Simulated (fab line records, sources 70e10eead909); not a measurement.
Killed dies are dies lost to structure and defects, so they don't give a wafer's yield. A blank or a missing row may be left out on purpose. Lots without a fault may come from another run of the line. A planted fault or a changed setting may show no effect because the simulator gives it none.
A struck lot beside a sound one | flow nand_harc | 14 steps out of a route of 1159
Sound: wafers L452.1, L452.2, L452.5. Struck: wafers L464.1, L464.3, L464.6. The cause comes at the end.
At each step with rows: each side's tool, then ch and its chambers, then its first start. Under that, the readings that differ: sound wafers | struck wafers | difference of the means | sigmas: that difference in standard deviations of wafers without a fault.
alike: readings whose means differ by less than 2 such deviations, and words and numbers that are the same on both sides. not compared: withheld readings, readings that some wafer has no value for, bounds like >300 that may hide the same value, and numbers for which the record gives no deviation and whose values overlap.
The two part at a step that has a row with sigmas, a row that says differs or no value, or rows on one side only. Numbers that don't overlap but have no deviation are shown without sigmas and don't part them. A reading that every wafer of one side lacks parts them only if that side has two wafers or more.

first, 1 step without rows for these wafers: NHARC_P_ZERO_WELL_HARDBAKE_25 (time 80 s).
NHARC_P_ZERO_WELL_DESCUM_26: chemistry O2, time 3 s.
  sound on rie_diel-08 ch 0,1,3, day 2 20:42; struck on rie_diel-11 ch 1,2, day 5 20:29
  alike: drypump_motor_current_A, oes_product_au, rf_vpp_V, showerhead_plenum_p_Torr, throttle_valve_pct
  not compared: rf_hours_counter_h
then, 10 steps without rows for these wafers: NHARC_P_ZERO_WELL_IMPLANT_27; NHARC_P_ZERO_WELL_IMPLANT_57; NHARC_P_ZERO_WELL_IMPLANT_58; NHARC_P_ZERO_WELL_STRIP_28 (strips in SPM, time 840 s); NHARC_P_ZERO_WELL_DEHYDRATE_29 (time 120 s); NHARC_P_ZERO_WELL_HMDS_30 (time 30 s); NHARC_P_ZERO_WELL_COAT_31; NHARC_P_ZERO_WELL_SOFTBAKE_32 (time 95 s); NHARC_P_ZERO_WELL_EBR_33; NHARC_P_ZERO_WELL_EXPOSE_34 (exposes mask P PWELL, target cd 720 nm).
NHARC_P_ZERO_WELL_PEB_35: peb time 85 s.
  sound on litho_track-02 ch 0, day 2 22:01; struck on litho_track-03 ch 0, day 5 21:53
  reading                  | sound                | struck               | difference | sigmas
  heater_power_total_W (W) | 163.80 163.90 164.25 | 162.55 162.29 162.56 | -1.52      | -5
  plate_temp_C (C)         | 118.17 118.19 118.07 | 117.32 117.21 117.21 | -0.90      | -7
then, 1 step without rows for these wafers: NHARC_P_ZERO_WELL_DEVELOP_36 (time 70 s).

WHERE THEY PART
Only at NHARC_P_ZERO_WELL_PEB_35, within this record.

WHY: what the simulator had put in
Process parameter drift: litho_track-03, from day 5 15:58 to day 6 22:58, at NHARC_P_ZERO_WELL_PEB_35. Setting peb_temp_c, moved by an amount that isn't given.
